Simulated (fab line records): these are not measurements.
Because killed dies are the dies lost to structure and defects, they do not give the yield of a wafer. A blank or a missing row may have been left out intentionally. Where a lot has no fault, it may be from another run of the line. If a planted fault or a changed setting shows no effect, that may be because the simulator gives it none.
Which tool is to blame?    flow nandHarc    36 wafers from 12 lots sampled at 5 of the route's 1159 steps

WHAT THE GAUGES SHOWED, per wafer
NHARC_A_BONDPAD_CD_MEAS_09 targets a cd of 500 nm. Usual: cdNm 499.3 nm, standard deviation 2.1.
lot   measured      on        cdNm (nm)          flag
L337  day 18 11:37  cdSem-02  499.1 498.6 500.9  
L335  day 18 13:41  cdSem-02  499.3 494.6 497.6  
L336  day 18 16:59  cdSem-03  503.5 501.8 499.0  
L339  day 18 18:49  cdSem-02  500.9 499.4 499.2  
L338  day 19 03:10  cdSem-03  495.9 495.0 495.1  
L340  day 19 05:52  cdSem-01  496.3 500.1 494.7  
L341  day 19 08:43  cdSem-02  499.6 501.5 500.3  
L342  day 19 18:43  cdSem-01  504.0 502.6 502.8  
L345  day 20 06:06  cdSem-02  500.2 502.1 500.7  
L344  day 20 06:39  cdSem-02  496.2 497.1 498.7  
L348  day 20 18:04  cdSem-02  497.2 497.2 499.0  
L349  day 22 08:03  cdSem-03  499.0 500.7 498.7  

NHARC_A_BONDPAD_OVL_MEAS_35. Usual: overlayXNm -2 nm, standard deviation 5.8; overlayYNm -1 nm, standard deviation 6.4.
lot   measured      on          overlayXNm (nm)  overlayYNm (nm)  flag
L337  day 18 11:43  overlay-02  -8 -8 -8         -8 -8 -9         
L335  day 18 13:46  overlay-01  -4 -3 -3         4 5 5            
L336  day 18 17:04  overlay-01  0 0 0            -9 -8 -9         
L339  day 18 18:55  overlay-01  7 7 6            2 2 1            
L338  day 19 03:15  overlay-02  -1 -2 -1         -13 -14 -13      
L340  day 19 05:56  overlay-01  9 9 9            4 4 3            
L341  day 19 08:49  overlay-02  6 5 6            0 0 0            
L342  day 19 18:47  overlay-01  -6 -5 -6         4 4 4            
L345  day 20 06:11  overlay-01  -2 -3 -2         -1 -1 -1         
L344  day 20 06:44  overlay-01  -9 -9 -10        9 9 9            
L348  day 20 18:09  overlay-02  0 0 0            -1 -2 -1         
L349  day 22 08:08  overlay-01  -4 -4 -4         8 7 7            

NHARC_END_SORT_01. Usual: defectLimitedYield 95.5 %, standard deviation 1.3; killedAtArray 27, standard deviation 8.8; killedAtOther 0.4, standard deviation 0.82; killedAtPeriphery 3.1, standard deviation 2.1; killedDies 31, standard deviation 8.8; killedOpen 3.3, standard deviation 2; killedShort 2.0, standard deviation 1.4; sort_bin_2_pct 1.3 %, standard deviation 0.56; sort_bin_3_pct 0.25 %, standard deviation 0.21; sort_bin_4_pct 2.9 %, standard deviation 0.89; sortNPass 646, standard deviation 8.8; sortRimYieldPct 95.8 %, standard deviation 2.7; sortYieldPct 95.5 %, standard deviation 1.3.
lot   measured      on         defectLimitedYield (%)  killedAtArray  killedAtOther  killedAtPeriphery  killedDies  killedOpen  killedShort  sort_bin_2_pct (%)  sort_bin_3_pct (%)  sort_bin_4_pct (%)  sortNPass    sortRimYieldPct (%)  sortYieldPct (%)  flag
L336  day 20 10:46  prober-01  96.8 97.0 97.0          18 15 18       0 1 0          4 4 2              22 20 20    1 2 2       4 1 4        0.9 0.6 0.6         0.15 0.15 0.30      2.2 2.2 2.1         655 657 657  92.5 98.1 93.4       96.8 97.0 97.0    
L340  day 21 04:46  prober-01  98.1 97.5 98.2          7 15 10        0 0 0          6 2 2              13 17 12    2 1 1       1 0 2        0.7 1.0 0.6         0 0 0.15            1.2 1.5 1.0         664 660 665  99.1 98.1 99.1       98.1 97.5 98.2    
L342  day 21 03:21  prober-02  93.9 96.0 96.3          37 26 22       0 0 0          4 1 3              41 27 25    5 2 1       5 2 3        1.3 1.2 1.3         0.74 0.44 0.44      4.0 2.4 1.9         636 650 652  98.1 99.1 97.2       93.9 96.0 96.3    
L345  day 21 12:00  prober-02  93.4 95.0 93.6          37 27 36       1 1 0          7 6 7              45 34 43    7 3 2       2 0 2        1.8 0.9 1.8         0.30 0.44 0.44      4.6 3.7 4.1         632 643 634  94.3 96.2 92.5       93.4 95.0 93.6    
L348  day 22 01:23  prober-02  95.4 96.0 95.3          24 23 23       3 2 5          4 2 4              31 27 32    2 7 3       0 1 5        1.3 1.3 2.7         0 0.15 0.30         3.2 2.5 1.8         646 650 645  93.4 93.4 95.3       95.4 96.0 95.3    OFF
L349  day 23 18:03  prober-01  95.3 94.7 0             30 32 676      0 2 1          2 2 0              32 36 677   1 4 7       0 4 2        1.8 1.6 96.8        0.15 0.30 0         2.8 3.4 3.2         645 641 0    93.4 87.7 0          95.3 94.7 0       OFF

TOOL THAT RAN EACH LOT (tool first, then ch and the chambers of the sampled wafers, then the start)
lot   NHARC_A_M1_CMP_23              NHARC_A_BONDPAD_ETCH_12
L337  cmp-04 ch 1,2, day 18 09:14    rieDiel-01 ch 1,2,3, day 18 12:02
L335  cmp-03 ch 1,2,3, day 18 10:59  rieDiel-01 ch 0,1,2, day 18 14:04
L336  cmp-04 ch 0,1,3, day 18 14:18  rieDiel-01 ch 0,3, day 18 17:23
L339  cmp-03 ch 0,1, day 18 16:23    rieDiel-01 ch 0,2, day 18 19:13
L338  cmp-03 ch 1,3, day 19 00:44    rieDiel-01 ch 0,2, day 19 03:33
L340  cmp-04 ch 0,1,3, day 19 03:41  rieDiel-01 ch 0,3, day 19 06:14
L341  cmp-03 ch 0,3, day 19 05:59    rieDiel-01 ch 2,3, day 19 09:07
L342  cmp-03 ch 0,2,3, day 19 16:26  rieDiel-01 ch 1,3, day 19 19:07
L345  cmp-04 ch 0,1,3, day 20 03:33  rieDiel-13 ch 0,1,2, day 20 06:30
L344  cmp-03 ch 0,1,3, day 20 04:20  rieDiel-13 ch 0,1,2, day 20 07:16
L348  cmp-03 ch 0,2, day 20 15:35    rieDiel-01 ch 0,1, day 20 18:27
L349  cmp-03 ch 0,1, day 22 05:47    rieDiel-01 ch 0,2,3, day 22 08:29
- NHARC_A_M1_CMP_23: polishes, t overpolish 20 s, target thk 154.34 nm.
- NHARC_A_BONDPAD_ETCH_12: etches the open film in CHF3/O2, target depth 220 nm, time 110 s.

AS READ BY THE TOOLS THEMSELVES (means over the sampled wafers that have a number; for cases with no such wafer, the mark the record gives instead)
NHARC_A_M1_CMP_23. Usual: motorCurrentA 11.7 A, standard deviation 1.1; timeToEndpointS 27.7 s, standard deviation 2.3.
lot   tool    motorCurrentA (A)  timeToEndpointS (s)  flag
L337  cmp-04  10.7               27.4                 
L335  cmp-03  12.1               28.9                 
L336  cmp-04  11.3               27.7                 
L339  cmp-03  12.1               29.6                 
L338  cmp-03  13.1               26.4                 
L340  cmp-04  11.5               28.6                 
L341  cmp-03  11.5               31.8                 
L342  cmp-03  11.2               25.9                 
L345  cmp-04  11.5               27.9                 
L344  cmp-03  12.5               26.1                 
L348  cmp-03  11.2               30.3                 
L349  cmp-03  12.9               28.8                 

NHARC_A_BONDPAD_ETCH_12. Usual: chamberPressureMTorr is 25.002 mTorr with standard deviation 0.022, drypumpMotorCurrentA is 5.8 A with standard deviation 0.43, oesProductAu is 0.943 a.u. with standard deviation 0.022, rfFwdPowerW is 497.1 W with standard deviation 1.4, rfVppV is 369.5 V with standard deviation 2.6, showerheadPlenumPTorr is 2.35 Torr with standard deviation 0.11, and throttleValvePct is 20.573 % with standard deviation 0.0086.
lot   tool        chamberPressureMTorr (mTorr)  drypumpMotorCurrentA (A)  oesProductAu (a.u.)  rfFwdPowerW (W)  rfVppV (V)  showerheadPlenumPTorr (Torr)  throttleValvePct (%)  flag
L337  rieDiel-01  24.977                        6.0                       0.963                496.8            369.0       2.34                          20.572                
L335  rieDiel-01  24.997                        5.9                       0.919                497.0            367.4       2.26                          20.570                
L336  rieDiel-01  25.011                        5.4                       0.956                497.5            369.8       2.36                          20.561                
L339  rieDiel-01  25.018                        5.8                       0.969                495.3            367.3       2.25                          20.578                
L338  rieDiel-01  24.988                        5.8                       0.934                495.2            367.4       2.25                          20.578                
L340  rieDiel-01  25.007                        5.5                       0.929                497.2            372.0       2.44                          20.575                
L341  rieDiel-01  25.008                        5.8                       0.971                496.7            371.6       2.43                          20.572                
L342  rieDiel-01  24.994                        5.8                       0.958                496.0            370.8       2.44                          20.567                
L345  rieDiel-13  24.989                        5.9                       0.961                497.7            370.9       2.41                          20.573                
L344  rieDiel-13  25.029                        6.0                       0.929                497.1            370.1       2.41                          20.572                
L348  rieDiel-01  25.002                        5.9                       0.918                497.6            367.0       2.26                          20.573                
L349  rieDiel-01  24.996                        5.7                       0.882                430.5            369.8       2.34                          20.575                OFF

THE ANSWER, worked out from the rows above alone
Rule: a lot counts as off when the mean over its wafers that have a number is more than 3 standard deviations away from the usual mean. A lot without any number at a reading at which 4 lots or more have one is off too. The other lots that the step has rows for count as sound. Order of review: gauges by route order, followed by the tools' own readings, for which a lot's mean as printed above is used. The first step at which some lot is off is used, and at that step the reading that is off furthest; a lot without a number counts as furthest.
Off, at NHARC_END_SORT_01 on sort_bin_2_pct: L349. Neither off nor sound, because the step has no rows for them: L337, L335, L339, L338, L341, L344.
If a tool, at a process step before that reading, ran all the lots that are off and no sound lot after the first of them, it fits. The gauges at NHARC_END_SORT_01 aren't tried: what is off there is off at NHARC_A_BONDPAD_ETCH_12 too, on other tools, and a gauge's error can't cause that. Undecided on this evidence; 2 tools fit (cmp-03 at NHARC_A_M1_CMP_23, rieDiel-01 at NHARC_A_BONDPAD_ETCH_12).

WHAT WAS PUT IN BY THE SIMULATOR
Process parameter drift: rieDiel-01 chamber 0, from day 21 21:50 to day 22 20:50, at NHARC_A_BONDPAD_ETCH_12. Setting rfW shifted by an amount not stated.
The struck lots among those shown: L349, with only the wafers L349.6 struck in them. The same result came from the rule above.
